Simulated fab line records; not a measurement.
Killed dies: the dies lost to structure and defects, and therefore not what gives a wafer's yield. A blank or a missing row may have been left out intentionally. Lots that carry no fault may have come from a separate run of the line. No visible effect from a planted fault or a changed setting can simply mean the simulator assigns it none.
Matching of chambers -- flow n5_finfet -- N5_BEOL_M7_ILD_DEP_00 on pecvd-01: 3 sister chambers
The step deposits SiCOH lowk from DEMS/porogen, target thk 179.75 nm, time 33.4 s. 6 wafers are shown with their chamber, then 7 later ones without.

## WAFERS PAIRED WITH THEIR CHAMBERS
wafer,chamber,throttle_valve_pct (%),heater_power_w (W)
L533.2,2,12.2,313
L539.1,1,14.1,271
L539.4,2,12.3,338
L539.6,0,14.6,321
L540.1,1,14.3,251
L540.3,0,14.8,298

## WAFERS WITH NO CHAMBER GIVEN
wafer,throttle_valve_pct (%),heater_power_w (W)
L540.4,14.2,252
L541.2,14.7,299
L541.3,14.6,266
L541.4,14.4,276
L542.3,14.4,235
L542.4,14.2,245
L542.5,12.5,274

## WHICH CHAMBER EACH WENT THROUGH
wafer,from the rows above,in truth
L540.4,1,1
L541.2,0,0
L541.3,can't be placed: 0 or 1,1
L541.4,can't be placed: 1 or 0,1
L542.3,1,1
L542.4,1,1
L542.5,2,2
5 of 7 placed correctly. Cannot be placed on the basis of these rows: 2; the candidates contain the true chamber in 2. Number placed wrongly: 0.
How it was worked out, from the rows above alone: a wafer's distance from a chamber is the root of the sum, over the readings, of the square of ((its reading less the chamber's mean) divided by the reading's scatter). The wafer belongs to the nearest chamber; if the next one is less than 2 further off, it can't be placed. Each chamber's mean is taken over the wafers shown for it. How the scatter is found: for the shown wafers, subtract from each reading the mean of its chamber, square and add these, divide the total by (wafers less chambers), then take the root.
